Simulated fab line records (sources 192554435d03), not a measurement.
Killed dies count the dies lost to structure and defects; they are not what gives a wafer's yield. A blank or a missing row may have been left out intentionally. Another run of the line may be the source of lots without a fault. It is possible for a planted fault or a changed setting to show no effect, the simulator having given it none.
Matching of chambers	flow n5 finfet	rie diel-03 running N5_BEOL_M7_ETCH_65: 4 sister chambers
The step etches SiARC in CF4, target depth 15.6 nm, time 26 s. 4 wafers are shown with their chamber, then 10 later ones without.

## WAFERS PAIRED WITH THEIR CHAMBERS
wafer	chamber	drypump motor current A (A)
L086.1	0	6.0
L086.3	3	6.5
L086.6	2	5.8
L093.5	1	6.6

## WAFERS WITH NO CHAMBER GIVEN
wafer	drypump motor current A (A)
L093.6	5.8
L092.1	6.5
L092.2	6.6
L092.5	5.8
L094.2	6.1
L094.3	6.5
L094.6	6.5
L095.2	6.5
L095.5	6.1
L095.6	6.6

## EACH ONE'S CHAMBER
wafer	from the rows above	in truth
L093.6	2	2
L092.1	3	3
L092.2	1	1
L092.5	2	2
L094.2	0	0
L094.3	3	3
L094.6	3	3
L095.2	3	3
L095.5	0	0
L095.6	1	1
Correctly placed: 10 of 10. From these rows, 0 cannot be placed. Placed wrongly: 0.
How it was worked out, from the rows above alone: a wafer's distance from a chamber is the root of the sum, over the readings, of the square of ((its reading less the chamber's mean) divided by the reading's scatter). The wafer belongs to the nearest chamber; if the next one is less than 2 further off, it can't be placed. Each chamber's mean is taken over the wafers shown for it. The scatter: with one shown wafer a chamber, the root of the mean of the squares of how far each hidden wafer lies from its nearest shown one.
